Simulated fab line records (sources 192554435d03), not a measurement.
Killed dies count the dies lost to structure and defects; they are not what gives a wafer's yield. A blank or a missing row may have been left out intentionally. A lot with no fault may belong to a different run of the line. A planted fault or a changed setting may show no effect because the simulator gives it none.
Split-lot trial -- flow n5_finfet -- 7 lots, 21 wafers read, on a route of 1938 steps

== SPLIT DETAILS ==
At N5_BEOL_M10_VIA_ETCH_34 (etches SiCOH lowk in C4F6/O2, target depth 184.5 nm, time 69.2 s), the setting time_s was moved away from the recipe's 69.2 s on 10 of the 21 wafers read, by -20.8% to +17.2%. For the rest of the wafers, this setting stayed at what the recipe calls for.

The split's own step is where the reading is taken.

== THE READING ==
SOC_of_BEOL_M10_COAT_63.thk_nm (the simulator's own value, which no gauge read), in nm, at N5_BEOL_M10_VIA_ETCH_34 (etches SiCOH lowk in C4F6/O2, target depth 184.5 nm, time 69.2 s). No usual value for it is given in the file. Average 92.1 nm, standard deviation 0.16 nm, over the 11 wafers here run with the recipe.

wafer,"tool, chamber at the split","time_s as run, s",against the recipe,"SOC_of_BEOL_M10_COAT_63.thk_nm, nm",against lot-mates on the recipe
L077.4,"rie_diel-04, 2",54.87,-20.7%,93,+1.0
L077.5,"rie_diel-04, 1",69.2,recipe,92,-
L077.6,"rie_diel-04, 2",54.87,-20.7%,93.6,+1.6
L075.1,"rie_diel-05, 1",69.2,recipe,91.8,-
L075.4,"rie_diel-05, 2",69.2,recipe,92.2,-
L075.5,"rie_diel-05, 3",69.2,recipe,92,-
L079.1,"rie_diel-04, 1",74.38,+7.5%,91.4,-0.7
L079.4,"rie_diel-04, 0",69.2,recipe,92.2,-
L079.6,"rie_diel-04, 0",69.2,recipe,92,-
L082.3,"rie_diel-02, 0",69.2,recipe,92.2,-
L082.4,"rie_diel-02, 2",81.08,+17.2%,90.6,-1.7
L082.5,"rie_diel-02, 2",69.2,recipe,92.4,-
L085.3,"rie_diel-02, 3",54.8,-20.8%,93.8,+1.6
L085.5,"rie_diel-02, 3",54.8,-20.8%,93.2,+1.0
L085.6,"rie_diel-02, 0",69.2,recipe,92.2,-
L086.2,"rie_diel-04, 3",77.71,+12.3%,90.6,-1.4
L086.4,"rie_diel-04, 1",77.71,+12.3%,91,-1.0
L086.6,"rie_diel-04, 2",69.2,recipe,92,-
L092.3,"rie_diel-04, 1",65.27,-5.7%,93,+0.8
L092.4,"rie_diel-04, 3",69.2,recipe,92.2,-
L092.5,"rie_diel-04, 2",65.27,-5.7%,92.6,+0.4

FIT RESULTS
A straight line over all 21 wafers: SOC_of_BEOL_M10_COAT_63.thk_nm changes by -0.0746 nm for each +1% of time_s; r = -0.95; the points scatter about the line by 0.28 nm.
The same after taking each lot's own level away (the mean of its wafers on the recipe; 21 wafers): -0.0748 nm for each +1%; r = -0.96; scatter 0.25 nm.
Per that fit: largest time_s move, reading shift of 1.6 nm.
The lots' own levels span 92.00 to 92.30 nm, that is 1.9 times the standard deviation above.
The two slopes agree, so the slope changes little with the lot-to-lot level.
Check: with one of the wafers moved furthest among these (-20.8%) left out of the fit, the line predicts +1.44 nm for it against its lot-mates. It came out at +1.6 nm against them.

== THE WHOLE CHAIN: every reading that the file lists as answering this split, in the file's order ==
step,what it does,reading,change (the file's fit),r (the file's)
N5_BEOL_M10_VIA_ETCH_34,"etches SiCOH lowk in C4F6/O2, target depth 184.5 nm, time 69.2 s","etch.depth_nm (the simulator's own value, which no gauge read)",+1.85 nm for each +1% of the setting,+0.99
N5_BEOL_M10_VIA_ETCH_34,"etches SiCOH lowk in C4F6/O2, target depth 184.5 nm, time 69.2 s","SOC_of_BEOL_M10_COAT_63.thk_nm (the simulator's own value, which no gauge read)",-0.0763 nm for each +1% of the setting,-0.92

== FILE'S OWN FIT ==
SOC_of_BEOL_M10_COAT_63.thk_nm changes by -0.0763 nm for each +1% of time_s, r = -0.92.
